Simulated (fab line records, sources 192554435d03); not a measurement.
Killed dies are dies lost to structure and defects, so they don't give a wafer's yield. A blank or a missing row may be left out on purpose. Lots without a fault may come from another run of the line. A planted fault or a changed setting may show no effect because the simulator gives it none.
A struck lot beside a sound one | flow n5_finfet | 13 steps out of a route of 1938
Sound: wafers L893.2, L893.5, L893.6. Struck: wafer L899.3. (L899.2, L899.5 of the same lot were not struck and are left out.) The cause comes at the end.
At each step with rows: each side's tool, then ch and its chambers, then its first start. Under that, the readings that differ: sound wafers | struck wafers | difference of the means | sigmas: that difference in standard deviations of wafers without a fault.
alike: readings whose means differ by less than 2 such deviations, and words and numbers that are the same on both sides. not compared: withheld readings, readings that some wafer has no value for, bounds like >300 that may hide the same value, and numbers for which the record gives no deviation and whose values overlap.
The two part at a step that has a row with sigmas, a row that says differs or no value, or rows on one side only. Numbers that don't overlap but have no deviation are shown without sigmas and don't part them. A reading that every wafer of one side lacks parts them only if that side has two wafers or more.

first, 9 steps without rows for these wafers: N5_BEOL_M0_SAQP_EXPOSE_11 (exposes mask M0 CORE, target cd 42 nm); N5_BEOL_M0_SAQP_PEB_12 (peb time 60 s); N5_BEOL_M0_SAQP_DEVELOP_13 (develop time 30 s); N5_BEOL_M0_SAQP_DESCUM_19 (chemistry O2, time 7.9 s); N5_BEOL_M0_SAQP_ETCH_83 (etches SiARC in CF4, target depth 39 nm, time 65 s); N5_BEOL_M0_SAQP_ETCH_84 (etches SOC in N2/H2, target depth 100 nm, overetch 20 nm, time 150 s); N5_BEOL_M0_SAQP_STRIP_80 (strips in N2/H2); N5_BEOL_M0_SAQP_HM_OPEN_112 (chemistry CHF3/O2, target SiO2, stops on a-Si, target depth 12 nm, time 13.5 s); N5_BEOL_M0_SAQP_STRIP_113 (strips in CHF3/O2).
N5_BEOL_M0_SAQP_MANDREL_ETCH_20: etches a-Si in HBr/Cl2, stops on SiNx, target depth 60 nm, bt time 10 s, time 30 s.
  sound on rie_si-06 ch 0,3, day 6 13:56; struck on rie_si-06 ch 2, day 8 05:29
  reading                | sound          | struck  | difference | sigmas
  over_etch_frac         | 0.5 0.5 0.5    | 0.50918 | +0.00918   |
  throttle_valve_pct (%) | 35.7 35.7 35.8 | 34.9    | -0.8       | -3
  alike: drypump_motor_current_A, mfc_cl2_sccm, oes_product_au
  not compared: rf_hours_counter_h
then, 1 step without rows for these wafers: N5_BEOL_M0_SAQP_STRIP_86 (strips in N2/H2).
-- the record jumps here: 4 days lie between the struck wafers' starts before and after (it left off in module BEOL_M0_SAQP and takes up again in module BEOL_M4, whose first step shown is number 1111 of the route) --
N5_BEOL_M4_RC_MEAS_101:
  sound on prober-02 ch 0, day 11 04:25; struck on prober-02 ch 0, day 12 12:58
  reading       | sound          | struck | difference | sigmas
  DIBL_P (mV/V) | 36.6 35.5 36.2 | 31.8   | -4.3       | -2
  alike: DIBL_N, IOFF_N, IOFF_P, ION_N, ION_P, SS_N, SS_P, VT_N, VT_P
-- the record jumps here: 4 days lie between the struck wafers' starts before and after (it left off in module BEOL_M4 and takes up again in module PASSIVATION, whose first step shown is number 1936 of the route) --
N5_PASSIVATION_PROBE_49:
  the record has rows for the struck wafers here (prober-01, day 16 15:58) and none for the sound ones

WHERE THEY PART
First at N5_BEOL_M0_SAQP_MANDREL_ETCH_20; last, within this record, at N5_PASSIVATION_PROBE_49.

WHY: what the simulator had put in
Process parameter drift: rie_si-06, from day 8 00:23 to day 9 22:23, at N5_BEOL_M0_SAQP_MANDREL_ETCH_20. Setting over_etch_frac, moved by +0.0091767, from 0.5. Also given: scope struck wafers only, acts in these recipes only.
